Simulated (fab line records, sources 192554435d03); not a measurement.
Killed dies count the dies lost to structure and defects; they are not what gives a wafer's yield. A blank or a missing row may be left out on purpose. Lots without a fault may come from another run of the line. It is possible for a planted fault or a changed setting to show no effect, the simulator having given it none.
2 desks, one fault ; flow n5-finfet ; numbers are kept per desk, each desk with only its own; the story behind them comes last

## AT THE METROLOGY DESK
Lot by lot, what the gauges showed, no matter which tool ran the lot: averages of those sampled wafers that carry a number. The brackets show how far a lot's mean lies from the usual mean; more than 4 standard deviations puts the lot out of limits, marked OUT. 7 of its 11 readings are shown, namely those furthest out on some lot.
Columns: A = CA_OVL at N5_MOL_CONTACT_COAG_OVL_MEAS_09, usual 0.6 nm; B = DIBL_N at N5_BEOL_M4_RC_MEAS_101, usual 36.4 mV/V; C = DIBL_P at N5_BEOL_M4_RC_MEAS_101, usual 36.6 mV/V; D = IOFF_P at N5_BEOL_M4_RC_MEAS_101, usual 0.211 nA/um; E = ION_P at N5_BEOL_M4_RC_MEAS_101, usual 462 uA/um; F = VT_N at N5_BEOL_M4_RC_MEAS_101, usual 250.1 mV; G = VT_P at N5_BEOL_M4_RC_MEAS_101, usual -250.1 mV
lot;first seen here;A;B;C;D;E;F;G
L736;day 5 10:08;0.0;36.7;37.6;0.249;469;248.9;-246.8
L737;day 5 12:40;0.7;36.8;38.2;0.203;458;253.1;-251.4
L740;day 6 07:21;0.5;35.8;35.6;0.197;460;251.1;-251.8
L743;day 7 00:21;-0.5;37.5;36.2;0.202;460;250.3;-249.2
L747;day 7 22:49;0.5;36.8;35.3;0.194;460;250.6;-251.1
L748;day 8 06:26;0.4;35.9;35.1;0.207;458;249.2;-250.2
L752;day 9 07:40;1.1;35.6;37.7;0.219;465;250.0;-248.7
L753;day 9 10:20;0.0;37.4;37.9;0.216;460;249.1;-249.6
L756;day 10 06:42;0.5;33.9;34.7;0.188;469;251.3;-250.1
Result from this desk: across the 9 lots, nothing is out of limits.

## THE TOOL OWNER'S DESK: implanter-01
The tool's own readings at N5_MOL_CONTACT_COAG_IMPLANT_129: means of the sampled wafers that have a number, for each lot that ran on this tool. The brackets show how far a lot's mean lies from the usual mean; more than 4 standard deviations puts the lot out of limits, marked OUT.
Columns: A = beam-on-s at N5_MOL_CONTACT_COAG_IMPLANT_129, usual 39.6 s; B = dose-ions-cm2 at N5_MOL_CONTACT_COAG_IMPLANT_129, usual 5.998e+14; C = end-station-pressure-torr at N5_MOL_CONTACT_COAG_IMPLANT_129, usual 5.83e-06 Torr
lot;first seen here;A;B;C
L737;day 5 13:11;39.0;5.992e+14;5.75e-06
L740;day 6 08:06;39.2;6.002e+14;5.62e-06
L743;day 7 00:53;39.4;5.992e+14;5.82e-06
L747;day 7 23:23;20.7 (-23) OUT;3.165e+14 (-99 or more) OUT;6.37e-06
L748;day 8 06:58;20.8 (-23) OUT;3.157e+14 (-99 or more) OUT;6.38e-06
This desk's finding: out of limits on L747, L748; first on L747, day 7 23:23 (beam-on-s at N5_MOL_CONTACT_COAG_IMPLANT_129). L737, L740, L743: within limits.

## PUT TOGETHER
The tool owner's desk had the chance to raise an alarm at day 7 23:23 on L747, L748.
The metrology desk saw nothing out of limits.
The metrology desk holds a record of L747, L748, inside its limits.
The lots listed all ran N5_MOL_CONTACT_COAG_IMPLANT_129 on implanter-01.

## WHAT THE SIMULATOR HAD INSERTED
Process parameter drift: implanter-01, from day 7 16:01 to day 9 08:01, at N5_MOL_CONTACT_COAG_IMPLANT_129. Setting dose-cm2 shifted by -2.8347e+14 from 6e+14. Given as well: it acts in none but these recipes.
Struck lots among those shown: L747, L748.
Hours from the fault's start to each desk's first reading out of limits: the tool owner's desk, 7.
